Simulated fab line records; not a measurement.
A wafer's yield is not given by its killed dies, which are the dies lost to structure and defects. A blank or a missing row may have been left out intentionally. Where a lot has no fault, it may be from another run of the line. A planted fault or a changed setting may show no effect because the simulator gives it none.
What tool caused it? | flow n5 finfet | 24 lots, 72 wafers sampled, at 4 steps of a route of 1938

== WHAT THE GAUGES READ, wafer by wafer ==
N5_BEOL_M9_INSPECT_13: inspects for defects (brightfield). Usual: raw defect count 396, standard deviation 86.
lot  | measured     | on                | raw defect count | flag
L074 | day 9 19:02  | defect inspect-02 | 353 371 364      |
L075 | day 9 19:23  | defect inspect-01 | 422 505 537      |
L077 | day 9 19:33  | defect inspect-02 | 331 352 298      |
L076 | day 10 01:23 | defect inspect-02 | 440 421 397      |
L079 | day 10 21:28 | defect inspect-02 | 264 222 316      |
L080 | day 10 21:29 | defect inspect-01 | 428 329 371      |
L078 | day 11 00:18 | defect inspect-02 | 252 411 482      |
L081 | day 11 06:59 | defect inspect-02 | 321 242 365      |
L082 | day 11 11:45 | defect inspect-01 | 405 483 388      |
L083 | day 11 11:55 | defect inspect-01 | 458 288 445      |
L084 | day 11 21:08 | defect inspect-01 | 455 389 383      |
L085 | day 12 08:38 | defect inspect-02 | 416 311 349      |
L086 | day 12 14:20 | defect inspect-02 | 516 583 568      |
L087 | day 12 22:01 | defect inspect-02 | 444 331 322      |
L088 | day 13 05:01 | defect inspect-01 | 305 471 383      |
L090 | day 13 05:11 | defect inspect-01 | 489 489 376      |
L089 | day 13 14:02 | defect inspect-01 | 572 454 445      |
L091 | day 13 14:21 | defect inspect-01 | 368 405 446      |
L092 | day 14 00:59 | defect inspect-01 | 368 220 376      |
L093 | day 14 12:51 | defect inspect-01 | 404 344 425      |
L094 | day 14 16:37 | defect inspect-01 | 373 359 330      |
L095 | day 14 17:05 | defect inspect-02 | 521 370 379      |
L096 | day 15 04:58 | defect inspect-02 | 388 382 442      |
L097 | day 15 09:44 | defect inspect-01 | 352 378 446      |

N5_BEOL_M9_CD_MEAS_35: target cd 70 nm, target cd y 40 nm. Usual: cd nm 69.9 nm, standard deviation 0.48.
lot  | measured     | on        | cd nm (nm)     | flag
L074 | day 9 21:08  | cd sem-01 | 69.8 70.1 69.9 |
L075 | day 9 22:10  | cd sem-02 | 70.8 69.6 69.8 |
L077 | day 10 00:26 | cd sem-01 | 69.7 69.8 69.6 |
L076 | day 10 02:56 | cd sem-02 | 70.2 70.2 69.9 |
L079 | day 10 23:15 | cd sem-01 | 70.4 69.9 69.5 |
L080 | day 10 23:23 | cd sem-01 | 70.1 70.0 70.3 |
L078 | day 11 02:06 | cd sem-02 | 69.7 69.6 69.5 |
L081 | day 11 08:49 | cd sem-02 | 69.6 70.2 70.2 |
L082 | day 11 13:28 | cd sem-02 | 70.4 69.5 69.9 |
L083 | day 11 13:30 | cd sem-01 | 69.3 69.7 69.1 |
L084 | day 11 23:01 | cd sem-02 | 69.7 71.1 70.0 |
L085 | day 12 10:18 | cd sem-02 | 69.1 69.6 68.7 |
L086 | day 12 17:04 | cd sem-01 | 69.1 69.2 69.0 |
L087 | day 12 23:47 | cd sem-02 | 69.8 70.0 69.7 |
L088 | day 13 08:31 | cd sem-01 | 69.8 70.1 70.0 |
L090 | day 13 08:21 | cd sem-01 | 69.6 70.0 70.2 |
L089 | day 13 17:48 | cd sem-01 | 70.3 69.9 70.6 |
L091 | day 13 17:32 | cd sem-02 | 69.4 70.3 69.5 |
L092 | day 14 06:08 | cd sem-01 | 70.2 70.5 69.6 |
L093 | day 14 16:12 | cd sem-03 | 70.4 70.6 69.2 |
L094 | day 14 19:19 | cd sem-02 | 69.7 69.2 69.6 |
L095 | day 14 19:10 | cd sem-02 | 69.1 69.7 70.2 |
L096 | day 15 06:50 | cd sem-02 | 70.8 70.1 70.3 |
L097 | day 15 11:25 | cd sem-03 | 69.5 69.5 70.0 |

== WHICH TOOL RAN EACH LOT (tool, then ch and the chambers of the sampled wafers, then the start) ==
lot  | N5_BEOL_M8_SURFACE_TREAT_79  | N5_BEOL_M9_ETCH_65
L074 | pvd sputter-03, day 9 13:11  | rie diel-01 ch 1,3, day 9 20:28
L075 | pvd sputter-03, day 9 13:55  | rie diel-05 ch 0,3, day 9 21:30
L077 | pvd sputter-03, day 9 14:22  | rie diel-03 ch 1,2, day 9 23:47
L076 | pvd sputter-03, day 9 21:14  | rie diel-05 ch 2,3, day 10 02:22
L079 | pvd sputter-01, day 10 17:59 | rie diel-03 ch 0,3, day 10 22:41
L080 | pvd sputter-02, day 10 18:11 | rie diel-01 ch 0,1,3, day 10 22:50
L078 | pvd sputter-03, day 10 21:22 | rie diel-05 ch 2,3, day 11 01:32
L081 | pvd sputter-02, day 11 00:07 | rie diel-01 ch 0,1,3, day 11 08:15
L082 | pvd sputter-01, day 11 07:45 | rie diel-05 ch 0,1,3, day 11 12:54
L083 | pvd sputter-01, day 11 07:47 | rie diel-01 ch 0,3, day 11 12:56
L084 | pvd sputter-02, day 11 17:47 | rie diel-01 ch 1,2, day 11 22:27
L085 | pvd sputter-03, day 12 03:57 | rie diel-05 ch 0,1,3, day 12 09:44
L086 | pvd sputter-03, day 12 10:21 | rie diel-03 ch 1,2,3, day 12 16:30
L087 | pvd sputter-03, day 12 18:41 | rie diel-01 ch 0,1,2, day 12 23:13
L088 | pvd sputter-01, day 13 00:53 | rie diel-03 ch 0,3, day 13 07:58
L090 | pvd sputter-01, day 13 01:22 | rie diel-01 ch 0,2,3, day 13 07:47
L089 | pvd sputter-02, day 13 09:23 | rie diel-01 ch 0,1,3, day 13 17:14
L091 | pvd sputter-01, day 13 10:05 | rie diel-05 ch 1,2, day 13 16:58
L092 | pvd sputter-01, day 13 21:02 | rie diel-01 ch 0,3, day 14 05:35
L093 | pvd sputter-03, day 14 07:28 | rie diel-05 ch 0,1, day 14 15:38
L094 | pvd sputter-02, day 14 11:54 | rie diel-05 ch 1,2,3, day 14 18:46
L095 | pvd sputter-01, day 14 13:08 | rie diel-03 ch 1,2,3, day 14 18:37
L096 | pvd sputter-03, day 15 00:34 | rie diel-03 ch 2,3, day 15 06:16
L097 | pvd sputter-03, day 15 04:32 | rie diel-05 ch 0,2,3, day 15 10:52
- N5_BEOL_M8_SURFACE_TREAT_79
- N5_BEOL_M9_ETCH_65: etches SiARC in CF4, target depth 15.6 nm, time 26 s.

== AS READ BY THE TOOLS THEMSELVES (means over the sampled wafers that have a number; for cases with no such wafer, the mark the record gives instead) ==
N5_BEOL_M9_ETCH_65. Usual: for bias w, 36.01 W with a standard deviation of 0.1; for drypump motor current A, 5.7 A with a standard deviation of 0.63; for etch rf on time s, 25.7 s with a standard deviation of 0.44; for oes product au, 0.69 a.u. with a standard deviation of 0.084; for rf vpp V, 184.0 V with a standard deviation of 1.4; for showerhead plenum p Torr, 2.14 Torr with a standard deviation of 0.084; for throttle valve pct, 15.54 % with a standard deviation of 0.2.
lot  | tool        | bias w (W) | drypump motor current A (A) | etch rf on time s (s) | oes product au (a.u.) | rf vpp V (V) | showerhead plenum p Torr (Torr) | throttle valve pct (%) | flag
L074 | rie diel-01 | 35.94      | 5.2                         | 25.1                  | 0.81                  | 185.1        | 2.22                            | 15.27                  |
L075 | rie diel-05 | 36.02      | 6.1                         | 25.4                  | 0.68                  | 182.8        | 2.07                            | 15.58                  |
L077 | rie diel-03 | 36.04      | 5.3                         | 26.1                  | 0.63                  | 185.0        | 2.21                            | 15.52                  |
L076 | rie diel-05 | 36.14      | 6.4                         | 26.2                  | 0.62                  | 182.5        | 2.05                            | 15.73                  |
L079 | rie diel-03 | 35.94      | 5.3                         | 26.2                  | 0.61                  | 183.2        | 2.13                            | 15.59                  |
L080 | rie diel-01 | 36.10      | 5.6                         | 25.5                  | 0.80                  | 185.4        | 2.22                            | 15.33                  |
L078 | rie diel-05 | 36.02      | 6.4                         | 26.2                  | 0.61                  | 182.6        | 2.05                            | 15.75                  |
L081 | rie diel-01 | 35.95      | 5.6                         | 25.1                  | 0.79                  | 184.2        | 2.21                            | 15.34                  |
L082 | rie diel-05 | 36.03      | 5.8                         | 25.6                  | 0.72                  | 183.7        | 2.08                            | 15.52                  |
L083 | rie diel-01 | 35.98      | 5.3                         | 25.2                  | 0.81                  | 184.6        | 2.19                            | 15.29                  |
L084 | rie diel-01 | 36.04      | 6.0                         | 25.6                  | 0.70                  | 185.1        | 2.23                            | 15.59                  |
L085 | rie diel-05 | 35.99      | 5.8                         | 25.7                  | 0.71                  | 183.3        | 2.08                            | 15.54                  |
L086 | rie diel-03 | 36.07      | 5.2                         | 26.1                  | 0.62                  | 183.0        | 2.13                            | 15.56                  |
L087 | rie diel-01 | 36.02      | 6.1                         | 25.5                  | 0.72                  | 184.5        | 2.21                            | 15.61                  |
L088 | rie diel-03 | 35.89      | 5.3                         | 26.0                  | 0.70                  | 184.3        | 2.05                            | 15.41                  |
L090 | rie diel-01 | 35.98      | 5.8                         | 25.3                  | 0.73                  | 184.8        | 2.19                            | 15.56                  |
L089 | rie diel-01 | 36.01      | 5.6                         | 25.2                  | 0.76                  | 184.6        | 2.21                            | 15.38                  |
L091 | rie diel-05 | 36.06      | 6.1                         | 25.8                  | 0.71                  | 183.1        | 2.07                            | 15.60                  |
L092 | rie diel-01 | 36.04      | 5.6                         | 25.4                  | 0.78                  | 184.7        | 2.18                            | 15.38                  |
L093 | rie diel-05 | 36.04      | 5.6                         | 25.6                  | 0.73                  | 183.5        | 2.09                            | 15.49                  |
L094 | rie diel-05 | 35.99      | 6.3                         | 25.9                  | 0.65                  | 182.3        | 2.06                            | 15.69                  |
L095 | rie diel-03 | 35.95      | 5.2                         | 26.0                  | 0.62                  | 183.4        | 2.13                            | 15.58                  |
L096 | rie diel-03 | 36.02      | 5.2                         | 26.2                  | 0.62                  | 183.5        | 2.05                            | 15.59                  |
L097 | rie diel-05 | 35.97      | 5.9                         | 25.9                  | 0.63                  | 182.5        | 2.05                            | 15.69                  |

== THE ANSWER, worked out from the rows above alone ==
Rule: a lot counts as off when the mean over its wafers that have a number is more than 3 standard deviations away from the usual mean. Also off: a lot with no number at a reading for which 4 or more lots have one. All remaining lots with rows at the step are treated as sound. After the gauges, taken in route order, come the tools' own readings; for these a lot's mean is taken, as printed above. The first step at which some lot is off is used, and at that step the reading that is off furthest; a lot without a number counts as furthest.
None of the lots is off at any reading shown; this tells nothing.

== WHAT THE SIMULATOR HAD PUT IN ==
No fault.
